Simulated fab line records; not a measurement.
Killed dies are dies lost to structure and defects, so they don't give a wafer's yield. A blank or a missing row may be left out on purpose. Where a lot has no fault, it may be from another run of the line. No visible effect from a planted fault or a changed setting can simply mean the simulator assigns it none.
Matching of chambers    flow nandHarc    NHARC_A_CONTACT_ETCH_75 on rieDiel-04 has 4 sister chambers
The step etches the open film in CF4, target depth 39 nm, time 65 s. 8 wafers are shown with their chamber, then 9 later ones without.

== EACH WAFER AND ITS CHAMBER ==
wafer   chamber  showerheadPlenumPTorr (Torr)  drypumpMotorCurrentA (A)
L082.5  1        1.71                          5.9
L083.2  3        1.69                          5.7
L086.2  2        1.65                          5.8
L086.3  0        1.84                          6.6
L086.5  0        1.84                          6.6
L089.2  1        1.70                          5.9
L089.3  2        1.65                          5.8
L089.5  3        1.68                          5.6

== WAFERS WITHOUT THEIR CHAMBER ==
wafer   showerheadPlenumPTorr (Torr)  drypumpMotorCurrentA (A)
L093.1  1.70                          5.9
L093.2  1.68                          5.7
L093.4  1.65                          5.8
L095.2  1.70                          5.9
L095.3  1.84                          6.6
L095.6  1.70                          5.9
L097.3  1.65                          5.8
L097.5  1.70                          5.9
L097.6  1.84                          6.6

== WHICH CHAMBER EACH ONE RAN IN ==
wafer   from the rows above  in truth
L093.1  1                    1
L093.2  3                    3
L093.4  2                    2
L095.2  1                    1
L095.3  0                    0
L095.6  1                    1
L097.3  2                    2
L097.5  1                    1
L097.6  0                    0
9 of 9 placed correctly. Left unplaced by these rows: 0. Number placed wrongly: 0.
How it was worked out, from the rows above alone: a wafer's distance from a chamber is the root of the sum, over the readings, of the square of ((its reading less the chamber's mean) divided by the reading's scatter). The wafer belongs to the nearest chamber; if the next one is less than 2 further off, it can't be placed. For every chamber, the mean is computed from those of its wafers that are shown. The scatter: take each reading less its chamber's mean, square it, sum over the shown wafers, divide by the number of wafers less the number of chambers, and take the root.
